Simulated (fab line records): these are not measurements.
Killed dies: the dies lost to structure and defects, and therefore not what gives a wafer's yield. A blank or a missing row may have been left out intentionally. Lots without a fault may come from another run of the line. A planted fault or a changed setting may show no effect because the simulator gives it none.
Matching of chambers :: flow n5_finfet :: N5_BEOL_M4_STRIP_66 on rie_diel-03: 4 sister chambers
The step strips in CF4. 4 wafers are shown with their chamber, then 8 later ones without.

WAFERS, EACH WITH ITS CHAMBER
wafer: L085.6
chamber: 0
drypump_motor_current_A (A): 6.0

wafer: L088.1
chamber: 1
drypump_motor_current_A (A): 5.8

wafer: L088.3
chamber: 3
drypump_motor_current_A (A): 5.1

wafer: L091.1
chamber: 2
drypump_motor_current_A (A): 5.7

WAFERS WITH NO CHAMBER GIVEN
wafer: L091.4
drypump_motor_current_A (A): 5.1

wafer: L091.5
drypump_motor_current_A (A): 5.8

wafer: L093.1
drypump_motor_current_A (A): 5.8

wafer: L093.4
drypump_motor_current_A (A): 5.8

wafer: L093.6
drypump_motor_current_A (A): 6.0

wafer: L094.1
drypump_motor_current_A (A): 6.0

wafer: L094.5
drypump_motor_current_A (A): 6.0

wafer: L094.6
drypump_motor_current_A (A): 5.6

THE CHAMBER EACH PASSED THROUGH
wafer: L091.4
from the rows above: 3
in truth: 3

wafer: L091.5
from the rows above: 1
in truth: 1

wafer: L093.1
from the rows above: 1
in truth: 1

wafer: L093.4
from the rows above: 1
in truth: 1

wafer: L093.6
from the rows above: 0
in truth: 0

wafer: L094.1
from the rows above: 0
in truth: 0

wafer: L094.5
from the rows above: 0
in truth: 0

wafer: L094.6
from the rows above: 2
in truth: 2
Placed correctly: 8 of 8. Not placeable from these rows: 0. Number placed wrongly: 0.
How it was worked out, from the rows above alone: a wafer's distance from a chamber is the root of the sum, over the readings, of the square of ((its reading less the chamber's mean) divided by the reading's scatter). The wafer belongs to the nearest chamber; if the next one is less than 2 further off, it can't be placed. Each chamber's mean is taken over the wafers shown for it. The scatter: root of mean squared gap, hidden wafer to nearest shown wafer, with one shown wafer a chamber.
